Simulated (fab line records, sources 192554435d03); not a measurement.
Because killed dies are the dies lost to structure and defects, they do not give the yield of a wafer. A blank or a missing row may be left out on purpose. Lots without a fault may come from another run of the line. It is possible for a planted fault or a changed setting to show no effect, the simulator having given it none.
8D (eight disciplines) problem report, filled in by code ; flow n5 finfet ; the parts of the form that need people (team, actions taken, sign-off) are left out

1. WHAT WENT WRONG
Mean of killed_at_M0_to_M3 at N5_PASSIVATION_PROBE_49: 1103 across 6 wafers in 2 lots; on wafers with no fault it is 33 (standard deviation 11). That is +97 standard deviations from the usual mean.
Seen first at day 15 23:11 on prober-02, wafer L793.2. Wafers with a number at this step in the record: 12, from 4 lots. Rule for "out" (also "out of limits"): further than 4 standard deviations from the usual mean. All remaining wafers that have a number are taken as sound.

2. WHAT IT IS AND WHAT IT IS NOT
question;is;is not
which readings at this step;killed_at_M0_to_M3, defect limited yield, killed dies, killed on rim, sort n pass, sort yield pct;killed at contacts, killed at front end, killed open, killed short, sort_bin_4_leakage, sort_bin_5_function, sort_bin_6_memory
which lots;L792, L793;L797, L803
which wafers of those lots;all that have a number;-
read on which tools;prober-02;prober-01
when;from day 15 23:11;"up to then (0 sound wafers); but 6 sound wafers of L797, L803 came after"

3. WHAT RULES OUT EACH SUSPECT
Counting: a tool at a process step up to the reading stays a suspect if it ran every lot that is out and no sound lot after the first of them.
- ald sin-02 at N5_BEOL_M1_ALD_98 (deposits SiO2, target thk 2.5 nm, pulse time 1 s, co reactant pulse time 1 s): ruled out as a lasting fault. After its first lot that is out, L792 (day 8 15:16), sound lots L797 ran on it.
- prober-02 at N5_PASSIVATION_PROBE_49: ruled out as a lasting fault. After its first lot that is out, L793 (day 15 23:11), sound lots L797 ran on it.
Left after counting: nothing in the record.

4. THE CAUSE (what the simulator had put in)
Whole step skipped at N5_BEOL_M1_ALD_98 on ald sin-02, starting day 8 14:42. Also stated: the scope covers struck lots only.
It was ruled out by counting, in error; the rule expects a fault to strike all lots run on its tool from its start on, and this fault did not.

5. SEQUENCE OF EFFECTS, ordered by route
Rows list readings where the struck wafers' mean (over those with a number) sits beyond 3 standard deviations from the usual. Only readings for which the record gives a usual standard deviation are gone through. hours: the time from each lot's start at the first step in this table that gives one to its start at this step, as a median over the lots. sigmas: the change in usual standard deviations.
hours;step;reading;usual;on struck wafers;change;sigmas
0;N5_PASSIVATION_PROBE_49;defect limited yield;91.4 %;0.1;-91.3;-61
0;N5_PASSIVATION_PROBE_49;killed_at_M0_to_M3;33;1103;+1070;+97
0;N5_PASSIVATION_PROBE_49;killed dies;102;1179;+1077;+63
0;N5_PASSIVATION_PROBE_49;killed on rim;13;152;+139;+37
0;N5_PASSIVATION_PROBE_49;sort n pass;1078;1;-1077;-60
0;N5_PASSIVATION_PROBE_49;sort yield pct;91.3 %;0.1;-91.2;-61
It contains these process steps:
- N5_PASSIVATION_PROBE_49
Readings that are blank on the struck wafers while sound wafers have them: chamber pressure Torr at N5_BEOL_M1_ALD_98; heater power w at N5_BEOL_M1_ALD_98; precursor pulse height rel at N5_BEOL_M1_ALD_98.

6. HOW IT WOULD HAVE BEEN CAUGHT EARLIER
In this record no reading fell out of limits until day 15 23:11, 176 hours after the fault had begun at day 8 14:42.
At N5_BEOL_M1_ALD_98 the tool's readings are blank on the struck wafers, where sound wafers have them: an empty tool record is the first sign, and it was there at once.
